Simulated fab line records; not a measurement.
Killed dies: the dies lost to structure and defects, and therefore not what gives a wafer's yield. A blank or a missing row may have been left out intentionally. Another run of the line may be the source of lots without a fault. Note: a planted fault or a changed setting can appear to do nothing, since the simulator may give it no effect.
fab line records | flow n5Finfet
[record] lots = 7 wafers = 21
route steps=1938 shown SD_EPI_P@301 HKMG_FIN@386 MOL_CONTACT_COAG@584 BEOL_M0_SAQP@654 BEOL_M0@726
startH: the number of hours between the record's first day and the start of the first shown wafer of the lot | waitH: hours since the lot's step before | " the same as in the row above | L1.1+2: one row covering several wafers at once | - either no value or no given start | * or withheld: withheld | < > ~ a bound
route shown NAME@n: NAME is a module with steps in the file, n the number in the route of the first one | usual: mean/standard deviation taken from wafers without a fault | same: alike in all rows | chamber/n: place in a boat | sites: readings site by site | _std_site: standard deviation of those values | _edge_site: inner sites' mean taken away from outer sites' mean | radiusMm: for every site, how far away it sits from the centre of the wafer | mask NAME#n: copy n | behind: the most recent tool/chamber to have shaped the wafer | hold: why the lot was held/for how many hours/how that ended | device: names the non-switching transistor (n, p or np) | end of line: the same wafers' tests at the end of the route | step lacking rows: just its recipe | killed: the dies lost at the first sort to structure and to defects; this is not the yield of the wafer | map: per-die view of a wafer (x killed, . not killed, _ where there is no die)
set.NAME: the setting the step ran with; set.NAME@STEP: the setting that earlier step ran with | model.NAME: the simulator's own value behind a step, which no gauge read
lots run with intentionally changed settings; tables by step, rows by wafer
[[steps]]
[step N5_SD_EPI_P_PEB_07]
[recipe] pebTempC = 110 pebTimeS = 60 resist = CAR-ArF-block
// columns lot.wafer tool chamber startH waitH set.pebTimeS
L074.1+2+3 lithoTrack-04 0 54.08 0.1 60
L079.2+3 lithoTrack-04 0 86.36 0.0 60
L079.4 " 0 " " 72.24
L080.1+2 lithoTrack-01 0 89.83 0.1 60
L080.5 " 0 " " 56.42
L082.1+3+4 lithoTrack-02 0 101.27 0.1 60
L085.1+3 lithoTrack-01 0 121.66 0.1 60
L085.4 " 0 " " 48.61
L089.1+3 lithoTrack-04 0 143.97 0.1 60
L089.5 " 0 " " 69.68
L091.1+2+5 lithoTrack-04 0 155.75 0.1 60
[step N5_SD_EPI_P_DEVELOP_08]
[recipe] developTimeS = 30 developer = TMAH resist = CAR-ArF-block devTempC = 23 rinseLiquid = diw dry = airSpin
[step N5_SD_EPI_P_CD_MEAS_09]
[recipe] targetCdNm = 240 landingEnergyEv = 500 detector = seInlens
[usual] cdNm = 240.3/0.84
// columns lot.wafer tool chamber startH waitH set.pebTimeS@SD_EPI_P_PEB_07 cdNm
L074.1 cdSem-03 0 54.15 - 60 240.0
L074.2 " 0 " " 60 241.0
L074.3 " 0 " " 60 240.4
L079.2 cdSem-01 0 86.43 - 60 239.5
L079.3 " 0 " " 60 238.7
L079.4 " 0 " " 72.24 245.5
L080.1 cdSem-02 0 89.90 - 60 241.4
L080.2 " 0 " " 60 240.0
L080.5 " 0 " " 56.42 239.0
L082.1 cdSem-03 0 101.34 - 60 238.8
L082.3 " 0 " " 60 240.1
L082.4 " 0 " " 60 240.0
L085.1 cdSem-03 0 121.73 - 60 240.3
L085.3 " 0 " " 60 240.4
L085.4 " 0 " " 48.61 232.9
L089.1 cdSem-01 0 144.04 - 60 239.9
L089.3 " 0 " " 60 240.2
L089.5 " 0 " " 69.68 245.1
L091.1 cdSem-01 0 155.82 - 60 240.0
L091.2 " 0 " " 60 241.0
L091.5 " 0 " " 60 240.5
[step N5_SD_EPI_P_DESCUM_14]
[recipe] chemistry = O2 timeS = 7.9 sourcePowerW = 50 biasPowerW = 20 pressureMtorr = 20 rfFrequencyHz = 2.712e+07 tempC = 40 resist = CAR-ArF-block o2FlowSccm = 225
// columns lot.wafer tool chamber startH waitH set.pebTimeS@SD_EPI_P_PEB_07 model.SD_EPI_P.cdNm
L074.1 rieDiel-01 1 55.56 1.4 60 240
L074.2 " 3 " " 60 241.2
L074.3 " 0 " " 60 240.4
L079.2 rieDiel-02 0 86.52 0.0 60 239.8
L079.3 " 1 " " 60 238.8
L079.4 " 2 " " 72.24 246
L080.1 rieDiel-01 0 90.35 0.4 60 241
L080.2 " 1 " " 60 240
L080.5 " 0 " " 56.42 239
L082.1 rieDiel-01 3 101.86 0.5 60 238.8
L082.3 " 2 " " 60 239.8
L082.4 " 1 " " 60 240
L085.1 rieDiel-02 2 121.81 0.0 60 240.2
L085.3 " 0 " " 60 240.6
L085.4 " 3 " " 48.61 233
L089.1+3 rieDiel-02 2,1 144.24 0.1 60 240.2
L089.5 " 1 " " 69.68 245
L091.1 rieDiel-04 0 156.02 0.1 60 239.8
L091.2 " 2 " " 60 240.8
L091.5 " 3 " " 60 240.6
[step N5_SD_EPI_P_ETCH_36]
[recipe] chemistry = CF4 target = SiARC targetDepthA = 455 maskMaterial = CAR-ArF-block timeS = 75.8 ionEnergyEv = 80 pressureMtorr = 40 sourceW = 545 biasW = 36 Ar_flow_sccm = 100 cf4FlowSccm = 100 ends = cleared
[usual] rfVppV = 184.2/1.2
// columns lot.wafer tool chamber startH waitH set.biasW rfVppV
L074.1 rieDiel-01 1 55.59 0.0 36 184.0
L074.2 " 3 " " 36 185.7
L074.3 " 0 " " 36 185.9
L079.2 rieDiel-02 0 86.55 0.0 36 185.8
L079.3 " 1 " " 41.62 202.8
L079.4 " 2 " " 41.62 202.1
L080.1 rieDiel-01 0 90.39 0.0 41.27 201.3
L080.2 " 1 " " 36 183.5
L080.5 " 0 " " 36 185.8
L082.1 rieDiel-01 3 101.89 0.0 36 185.9
L082.3 " 2 " " 42.23 203.4
L082.4 " 1 " " 42.23 203.7
L085.1 rieDiel-02 2 121.85 0.0 36 184.3
L085.3 " 0 " " 36 185.8
L085.4 " 3 " " 36 183.1
L089.1 rieDiel-02 2 144.27 0.0 32.74 174.2
L089.3 " 1 " " 36 183.4
L089.5 " 1 " " 32.74 173.7
L091.1 rieDiel-04 0 156.05 0.0 36 183.8
L091.2 " 2 " " 36 186.0
L091.5 " 3 " " 36 182.1
[step N5_SD_EPI_P_ETCH_37]
[recipe] chemistry = N2/H2 target = SOC overetchA = 1080 maskMaterial = SiARC tempC = 40 ionEnergyEv = 100 sourceW = 3000 biasW = 133 pressureMtorr = 20 timeS = 486 n2FlowSccm = 200 h2FlowSccm = 200 ends = endPoint
// columns lot.wafer tool chamber startH waitH set.pebTimeS@SD_EPI_P_PEB_07 model.SD_EPI_P.cdNm
L074.1 rieDiel-01 1 55.65 0.0 60 241.6
L074.2 " 3 " " 60 242.2
L074.3 " 0 " " 60 240.6
L079.2 rieDiel-02 0 86.61 0.0 60 239.6
L079.3 " 1 " " 60 238
L079.4 " 2 " " 72.24 244.4
L080.1 rieDiel-01 0 90.44 0.0 60 240.8
L080.2 " 1 " " 60 241
L080.5 " 0 " " 56.42 239.6
L082.1 rieDiel-01 3 101.95 0.0 60 237.8
L082.3 " 2 " " 60 241
L082.4 " 1 " " 60 240.6
L085.1 rieDiel-02 2 121.90 0.0 60 240.2
L085.3 " 0 " " 60 242
L085.4 " 3 " " 48.61 234.8
L089.1 rieDiel-02 2 144.33 0.0 60 238.4
L089.3 " 1 " " 60 240.2
L089.5 " 1 " " 69.68 244.6
L091.1 rieDiel-04 0 156.11 0.0 60 239.8
L091.2 " 2 " " 60 242
L091.5 " 3 " " 60 239.4
[step N5_SD_EPI_P_STRIP_38]
[recipe] chemistry = N2/H2 tempC = 40 n2FlowSccm = 200 h2FlowSccm = 200 rfFrequencyHz = 6e+07
[step N5_SD_EPI_P_ETCHBACK_46]
[recipe] chemistry = CH3F/O2 mode = anisotropicEtchback target = SiNx targetDepthA = 175 stopOn = SiO2 overEtchFrac = 0.3 ionEnergyEv = 120 pressureMtorr = 30 sourceW = 395 biasW = 73 Ar_flow_sccm = 150 CH3F_flow_sccm = 30 O2_flow_sccm = 20
// columns lot.wafer tool chamber startH waitH set.pebTimeS@SD_EPI_P_PEB_07 model.SD_EPI_P.cdNm
L074.1 rieDiel-01 1 55.97 0.0 60 241.6
L074.2 " 3 " " 60 242.2
L074.3 " 0 " " 60 240.8
L079.2 rieDiel-02 0 86.93 0.0 60 239.6
L079.3 " 1 " " 60 238
L079.4 " 2 " " 72.24 244.6
L080.1 rieDiel-01 0 90.77 0.0 60 240.8
L080.2 " 1 " " 60 241
L080.5 " 0 " " 56.42 239.6
L082.1 rieDiel-01 3 102.28 0.0 60 237.8
L082.3 " 2 " " 60 241
L082.4 " 1 " " 60 240.6
L085.1 rieDiel-02 2 122.23 0.0 60 240.2
L085.3 " 0 " " 60 242
L085.4 " 3 " " 48.61 234.6
L089.1 rieDiel-02 2 144.66 0.0 60 238.4
L089.3 " 1 " " 60 240.2
L089.5 " 1 " " 69.68 244.6
L091.1 rieDiel-04 0 156.43 0.0 60 239.8
L091.2 " 2 " " 60 242
L091.5 " 3 " " 60 239.4
[step N5_HKMG_FIN_HK_ALD_01]
[recipe] material = HfO2 targetThkA = 16 tempC = withheld aldPrecursorFamily = HfCl4 aldCoReactant = H2O pulseTimeS = 3 purgeTimeS = 3 coReactantPurgeTimeS = 2.5 coReactantPulseTimeS = 0.3 aldCycles = 30
// columns lot.wafer tool chamber startH waitH set.aldCycles
L074.1 aldHk-01 0 71.98 0.0 25
L074.2+3 " 1,2 " " 30
L079.2+4 aldHk-02 2,3 103.64 0.0 30
L079.3 " 1 " " 33
L080.1 aldHk-01 1 107.56 0.0 28
L080.2+5 " 0 " " 30
L082.1 aldHk-01 1 120.94 0.0 26
L082.3+4 " 2,0 " " 30
L085.1+3+4 aldHk-01 3,2,1 139.74 0.0 30
L089.1+5 aldHk-03 2 162.18 0.0 32
L089.3 " 1 " " 30
L091.1+2+5 aldHk-01 3,1,0 172.03 0.0 30
[step N5_HKMG_FIN_DEVELOP_48]
[recipe] developTimeS = 30 developer = TMAH resist = CAR-ArF rinseLiquid = diw dry = airSpin devTempC = 23
// columns lot.wafer tool chamber startH waitH set.developTimeS
L074.1+2+3 lithoTrack-03 0 - - 30
L079.2+3+4 lithoTrack-03 0 - - 30
L080.1+2+5 lithoTrack-04 0 - - 35.15
L082.1+3 lithoTrack-01 0 - - 30
L082.4 " 0 " " 34.44
L085.1+4 lithoTrack-03 0 - - 30
L085.3 " 0 " " 23.96
L089.1 lithoTrack-03 0 - - 30
L089.3+5 " 0 " " 32.41
L091.1+2+5 lithoTrack-03 0 - - 30
[step N5_HKMG_FIN_WET_ETCH_82]
[recipe] chemistry = dHCl mix = 1:10000 tempC = 25 target = La2O3 stopOn = HfO2 targetDepthNm = 2 dry = ipaMarangoni rinseTimeS = 30 rinseTempC = 23
[step N5_HKMG_FIN_ALD_36]
[recipe] material = TiN targetThkA = 10 tempC = 400 aldPrecursorFamily = TiCl4 aldCoReactant = NH3 pulseTimeS = 1 purgeTimeS = 3 coReactantPurgeTimeS = 2 coReactantPulseTimeS = 2 aldCycles = 47 pressureTorr = 3
[step N5_HKMG_FIN_THK_MEAS_70]
[recipe] thkMeasGauge = xrf reads = HfO2_of_HKMG_FIN_HK_ALD_01
[usual] HK_THK = 1.613/0.018
// columns lot.wafer tool chamber startH waitH set.aldCycles@HKMG_FIN_HK_ALD_01 HK_THK[nm]
L074.1 filmMetro-01 - 75.57 0.2 25 1.378
L074.2 " - " " 30 1.609
L074.3 " - " " 30 1.608
L079.2 filmMetro-01 - 107.14 0.2 30 1.618
L079.3 " - " " 33 1.781
L079.4 " - " " 30 1.606
L080.1 filmMetro-01 - 110.96 0.2 28 1.493
L080.2 " - " " 30 1.631
L080.5 " - " " 30 1.637
L082.1 filmMetro-01 - 124.38 0.2 26 1.405
L082.3 " - " " 30 1.607
L082.4 " - " " 30 1.627
L085.1 filmMetro-01 - 143.45 0.2 30 1.611
L085.3 " - " " 30 1.599
L085.4 " - " " 30 1.616
L089.1 filmMetro-02 - 167.66 0.2 32 1.701
L089.3 " - " " 30 1.602
L089.5 " - " " 32 1.727
L091.1 filmMetro-01 - 175.62 0.2 30 1.596
L091.2 " - " " 30 1.611
L091.5 " - " " 30 1.618
[step N5_MOL_CONTACT_COAG_ETCHBACK_135]
[recipe] chemistry = CHF3 target = SiO2 targetDepthA = 250 timeS = 16.7 ionEnergyEv = 200 pressureMtorr = 30 sourceW = 610 biasW = 170 Ar_flow_sccm = 200 CHF3_flow_sccm = 50
// columns lot.wafer tool chamber startH waitH set.timeS model.SOC_of_MOL_CONTACT_COAG_COAT_75.thkNm
L074.1+3 rieDiel-06 2,1 101.96 0.0 16.7 57.4
L074.2 " 0 " " 15.24 57.8
L079.2+4 rieDiel-05 1 132.08 0.0 16.7 57.4
L079.3 " 2 " " 16.7 57.2
L080.1+2+5 rieDiel-03 0,2,3 137.11 0.0 16.7 57.2
L082.1 rieDiel-06 2 147.32 0.0 16.7 57.6
L082.3 " 1 " " 13.52 58
L082.4 " 0 " " 13.52 57.8
L085.1 rieDiel-05 3 167.85 0.0 16.7 57.4
L085.3+4 " 1,2 " " 19.37 56.8
L089.1 rieDiel-05 2 191.44 0.0 16.7 57
L089.3 " 1 " " 14.31 57.6
L089.5 " 1 " " 16.7 57.2
L091.1+2 rieDiel-05 1,2 199.77 0.0 16.7 57.2
L091.5 " 1 " " 16.7 57.4
[step N5_MOL_CONTACT_COAG_COAT_63]
[recipe] resist = SiARC tempC = 220 timeS = 60 spinRpm = 1500 resistThkNm = 10
// columns lot.wafer tool chamber startH waitH set.spinRpm model.SiARC_of_MOL_CONTACT_COAG_COAT_63.thkNm
L074.1+3 lithoTrack-01 0 - - 1611 9.6
L074.2 " 0 " " 1500 10
L079.2 lithoTrack-05 0 - - 1500 10
L079.3+4 " 0 " " 1356 10.4
L080.1+2+5 lithoTrack-05 0 - - 1500 10
L082.1+3 lithoTrack-03 0 - - 1570 9.8
L082.4 " 0 " " 1500 10
L085.1+3+4 lithoTrack-01 0 - - 1500 10
L089.1+5 lithoTrack-01 0 - - 1610 9.6
L089.3 " 0 " " 1500 10
L091.1+2+5 lithoTrack-03 0 - - 1500 10
[step N5_MOL_CONTACT_COAG_COAT_64]
[recipe] resist = underlayer tempC = 205 timeS = 60 spinRpm = 1500 resistThkNm = 10
[step N5_MOL_CONTACT_COAG_COAT_34]
[recipe] resist = CAR-EUV spinRpm = 1500 resistThkNm = 40
[step N5_MOL_CONTACT_COAG_DESCUM_45]
[recipe] chemistry = O2 timeS = 7 sourcePowerW = 50 biasPowerW = 20 pressureMtorr = 20 rfFrequencyHz = 2.712e+07 tempC = 40 resist = CAR-EUV o2FlowSccm = 225
[step N5_MOL_CONTACT_COAG_ETCH_65]
[recipe] chemistry = N2/H2 target = underlayer targetDepthA = 130 maskMaterial = CAR-EUV timeS = 10.4 ionEnergyEv = 200 pressureMtorr = 30 sourceW = 840 biasW = 150 n2FlowSccm = 200 h2FlowSccm = 200 ends = cleared
[step N5_MOL_CONTACT_COAG_ETCH_66]
[recipe] chemistry = CF4 target = SiARC targetDepthA = 130 maskMaterial = CAR-EUV timeS = 21.7 ionEnergyEv = 80 pressureMtorr = 40 sourceW = 545 biasW = 36 Ar_flow_sccm = 100 cf4FlowSccm = 100 ends = cleared
// columns lot.wafer tool chamber startH waitH set.spinRpm@MOL_CONTACT_COAG_COAT_63 model.etch.depthNm
L074.1 rieDiel-06 2 103.12 0.0 1611 9.673
L074.2 " 0 " " 1500 9.986
L074.3 " 1 " " 1611 9.66
L079.2 rieDiel-03 0 133.01 0.0 1500 9.971
L079.3 " 2 " " 1356 10.44
L079.4 " 0 " " 1356 10.46
L080.1 rieDiel-05 0 137.98 0.0 1500 9.988
L080.2 " 1 " " 1500 9.997
L080.5 " 2 " " 1500 9.99
L082.1 rieDiel-03 3 148.35 0.0 1570 9.766
L082.3 " 2 " " 1570 9.761
L082.4 " 2 " " 1500 10.01
L085.1+4 rieDiel-03 0,3 169.31 0.0 1500 10.02
L085.3 " 1 " " 1500 9.997
L089.1 rieDiel-05 0 192.30 0.0 1610 9.671
L089.3 " 3 " " 1500 10.01
L089.5 " 2 " " 1610 9.629
L091.1 rieDiel-06 3 200.63 0.0 1500 9.961
L091.2 " 0 " " 1500 10
L091.5 " 2 " " 1500 9.981
[step N5_BEOL_M0_SAQP_ETCH_84]
[recipe] chemistry = N2/H2 target = SOC targetDepthA = 1000 overetchA = 200 maskMaterial = SiARC tempC = 40 timeS = 150 ionEnergyEv = 200 pressureMtorr = 30 sourceW = 840 biasW = 150 n2FlowSccm = 200 h2FlowSccm = 200
// columns lot.wafer tool chamber startH waitH set.timeS model.SiARC_of_BEOL_M0_SAQP_COAT_82.thkNm
L074.1 rieDiel-04 1 109.92 0.0 129.5 25.2
L074.2+3 " 0,3 " " 150 24.4
L079.2 rieDiel-01 2 143.49 0.0 121.9 25.8
L079.3 " 1 " " 150 24.2
L079.4 " 0 " " 121.9 25.2
L080.1 rieDiel-02 2 146.40 0.0 168.7 23.8
L080.2 " 1 " " 168.7 23.6
L080.5 " 1 " " 150 24.4
L082.1 rieDiel-04 1 155.24 0.0 150 24.6
L082.3 " 2 " " 177.9 23
L082.4 " 3 " " 150 24.4
L085.1 rieDiel-01 1 175.66 0.0 172.5 22.8
L085.3 " 3 " " 150 24.4
L085.4 " 2 " " 172.5 23.6
L089.1 rieDiel-04 2 199.12 0.0 133.3 24.8
L089.3 " 3 " " 150 24.4
L089.5 " 2 " " 150 24
L091.1+5 rieDiel-01 2,3 207.12 0.0 150 24.4
L091.2 " 1 " " 150 23.8
[step N5_BEOL_M0_SAQP_SPACER1_ALD_98]
[recipe] material = SiO2 targetThkA = 128 tempC = 300 aldPrecursorFamily = BDEAS aldCoReactant = O2-plasma pulseTimeS = 1 purgeTimeS = 2 coReactantPurgeTimeS = 2 aldCycles = 138 pressureTorr = 2
// columns lot.wafer tool chamber startH waitH set.aldCycles model.SiO2_of_BEOL_M0_SAQP_SPACER1_ALD_98.thkNm
L074.1 aldSin-02 0 110.87 0.4 138 12.8
L074.2 " 3 " " 116 10.8
L074.3 " 2 " " 116 10.6
L079.2+4 aldSin-03 2,0 145.46 0.8 126 11.8
L079.3 " 3 " " 138 12.8
L080.1 aldSin-03 2 147.77 0.3 132 12.4
L080.2 " 1 " " 138 12.8
L080.5 " 1 " " 132 12.2
L082.1+4 aldSin-03 2,3 156.05 0.3 121 11.2
L082.3 " 0 " " 121 11.4
L085.1+3+4 aldSin-04 2,0,1 176.47 0.3 138 12.8
L089.1 aldSin-02 1 199.92 0.3 131 12
L089.3 " 3 " " 138 12.8
L089.5 " 2 " " 131 12.2
L091.1 aldSin-03 2 209.08 1.4 138 13
L091.2+5 " 1 " " 138 12.8
[step N5_BEOL_M0_SAQP_SPACER1_ETCHBACK_99]
[recipe] chemistry = CHF3/O2 mode = anisotropicEtchback target = SiO2 targetDepthA = 154 timeS = 7.7 pressureMtorr = 30 sourceW = 650 biasW = 170 Ar_flow_sccm = 200 CHF3_flow_sccm = 50 O2_flow_sccm = 5 ionEnergyEv = 200
[step N5_BEOL_M0_SAQP_MANDREL1_REMOVE_100]
[recipe] chemistry = HBr/Cl2/O2 btTimeS = 10 target = a-Si stopOn = SiNx endpoint = OES-SiCl overEtchFrac = 0.85 icpW = 600 biasW = 30 HBr_flow_sccm = 150 Cl2_flow_sccm = 80 O2_flow_sccm = 5 pressureMtorr = 10
// columns lot.wafer tool chamber startH waitH set.aldCycles@BEOL_M0_SAQP_SPACER1_ALD_98 model.BEOL_M0_SAQP.cdNm
L074.1 rieSi-02 2 111.43 0.1 138 12.8
L074.2 " 3 " " 116 10.8
L074.3 " 0 " " 116 10.6
L079.2+4 rieSi-06 2,0 146.03 0.1 126 11.8
L079.3 " 1 " " 138 12.8
L080.1+5 rieSi-02 2 148.35 0.1 132 12.2
L080.2 " 3 " " 138 12.8
L082.1+3 rieSi-01 2,0 156.70 0.1 121 11.2
L082.4 " 1 " " 121 11
L085.1+3+4 rieSi-06 0,3,1 177.03 0.1 138 12.8
L089.1 rieSi-01 1 200.48 0.1 131 12
L089.3 " 3 " " 138 12.8
L089.5 " 3 " " 131 12.2
L091.1+5 rieSi-06 0,1 209.71 0.1 138 12.8
L091.2 " 2 " " 138 12.6
[step N5_BEOL_M0_SAQP_CD_MEAS_25]
[recipe] targetCdNm = 13.1 landingEnergyEv = 1000 detector = seInlens
[usual] cdNm = 12.75/0.25
// columns lot.wafer tool chamber startH waitH set.aldCycles@BEOL_M0_SAQP_SPACER1_ALD_98 cdNm
L074.1 cdSem-01 0 111.54 0.1 138 12.96
L074.2 " 0 " " 116 10.83
L074.3 " 0 " " 116 10.52
L079.2 cdSem-01 0 146.14 0.1 126 11.84
L079.3 " 0 " " 138 12.83
L079.4 " 0 " " 126 11.84
L080.1 cdSem-01 0 148.47 0.1 132 12.60
L080.2 " 0 " " 138 12.47
L080.5 " 0 " " 132 11.70
L082.1 cdSem-03 0 156.81 0.1 121 11.30
L082.3 " 0 " " 121 11.26
L082.4 " 0 " " 121 11.07
L085.1 cdSem-01 0 177.14 0.1 138 12.65
L085.3 " 0 " " 138 13.09
L085.4 " 0 " " 138 13.08
L089.1 cdSem-02 0 200.59 0.1 131 12.24
L089.3 " 0 " " 138 13.01
L089.5 " 0 " " 131 11.93
L091.1 cdSem-01 0 209.82 0.1 138 12.90
L091.2 " 0 " " 138 12.78
L091.5 " 0 " " 138 12.46
[step N5_BEOL_M0_ETCH_109]
[recipe] chemistry = CH3F/O2 targetDepthA = 80 overetchA = 24 target = SiCN timeS = 27.4 ionEnergyEv = 120 pressureMtorr = 30 sourceW = 395 biasW = 75 Ar_flow_sccm = 150 CH3F_flow_sccm = 30 O2_flow_sccm = 20
[usual] rfVppV = 296.9/1.4
// columns lot.wafer tool chamber startH waitH set.biasW rfVppV
L074.1 rieDiel-05 1 118.24 0.0 75 297.8
L074.2 " 0 " " 82.88 315.4
L074.3 " 3 " " 82.88 316.8
L079.2 rieDiel-06 2 153.24 0.0 75 293.5
L079.3 " 3 " " 75 297.3
L079.4 " 1 " " 82.6 315.5
L080.1 rieDiel-03 0 154.48 0.0 75 295.8
L080.2 " 2 " " 75 294.6
L080.5 " 2 " " 83.48 317.2
L082.1 rieDiel-03 0 161.69 0.0 75 295.2
L082.3 " 1 " " 85.64 324.3
L082.4 " 3 " " 75 296.1
L085.1 rieDiel-03 1 186.28 0.2 75 297.9
L085.3 " 3 " " 75 296.6
L085.4 " 0 " " 75 295.0
L089.1 rieDiel-03 2 205.52 0.0 75 293.2
L089.3 " 3 " " 75 297.3
L089.5 " 0 " " 75 296.0
L091.1 rieDiel-03 0 215.99 0.0 75 294.4
L091.2 " 1 " " 75 297.3
L091.5 " 3 " " 75 294.9
[[key]]
[split] step = N5_SD_EPI_P_PEB_07 setting = pebTimeS stated = 60 by = wafer
[response] step = N5_SD_EPI_P_CD_MEAS_09 reading = cdNm change = +0.337 per = 1% r = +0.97
[response] step = N5_SD_EPI_P_DESCUM_14 reading = model.SD_EPI_P.cdNm change = +0.339 per = 1% r = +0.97
[response] step = N5_SD_EPI_P_ETCH_37 reading = model.SD_EPI_P.cdNm change = +0.305 per = 1% r = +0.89
[response] step = N5_SD_EPI_P_ETCHBACK_46 reading = model.SD_EPI_P.cdNm change = +0.312 per = 1% r = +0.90
[split] step = N5_SD_EPI_P_ETCH_36 setting = biasW stated = 36 by = wafer
[response] step = N5_SD_EPI_P_ETCH_36 reading = rfVppV change = +1.07 per = 1% r = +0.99
[split] step = N5_HKMG_FIN_HK_ALD_01 setting = aldCycles stated = 30 by = wafer
[response] step = N5_HKMG_FIN_THK_MEAS_70 reading = HK_THK change = +0.0156 per = 1% r = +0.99
[split] step = N5_HKMG_FIN_DEVELOP_48 setting = developTimeS stated = 30 by = wafer
response none clear
[split] step = N5_MOL_CONTACT_COAG_ETCHBACK_135 setting = timeS stated = 16.7 by = wafer
[response] step = N5_MOL_CONTACT_COAG_ETCHBACK_135 reading = model.SOC_of_MOL_CONTACT_COAG_COAT_75.thkNm change = -0.0289 per = 1% r = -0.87
[split] step = N5_MOL_CONTACT_COAG_COAT_63 setting = spinRpm stated = 1500 by = wafer
[response] step = N5_MOL_CONTACT_COAG_COAT_63 reading = model.SiARC_of_MOL_CONTACT_COAG_COAT_63.thkNm change = -0.0479 per = 1% r = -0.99
[response] step = N5_MOL_CONTACT_COAG_ETCH_66 reading = model.etch.depthNm change = -0.0485 per = 1% r = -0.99
[split] step = N5_BEOL_M0_SAQP_ETCH_84 setting = timeS stated = 150 by = wafer
[response] step = N5_BEOL_M0_SAQP_ETCH_84 reading = model.SiARC_of_BEOL_M0_SAQP_COAT_82.thkNm change = -0.0696 per = 1% r = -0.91
[split] step = N5_BEOL_M0_SAQP_SPACER1_ALD_98 setting = aldCycles stated = 138 by = wafer
[response] step = N5_BEOL_M0_SAQP_SPACER1_ALD_98 reading = model.SiO2_of_BEOL_M0_SAQP_SPACER1_ALD_98.thkNm change = +0.128 per = 1% r = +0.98
[response] step = N5_BEOL_M0_SAQP_MANDREL1_REMOVE_100 reading = model.BEOL_M0_SAQP.cdNm change = +0.129 per = 1% r = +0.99
[response] step = N5_BEOL_M0_SAQP_CD_MEAS_25 reading = cdNm change = +0.137 per = 1% r = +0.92
[split] step = N5_BEOL_M0_ETCH_109 setting = biasW stated = 75 by = wafer
[response] step = N5_BEOL_M0_ETCH_109 reading = rfVppV change = +1.94 per = 1% r = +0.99
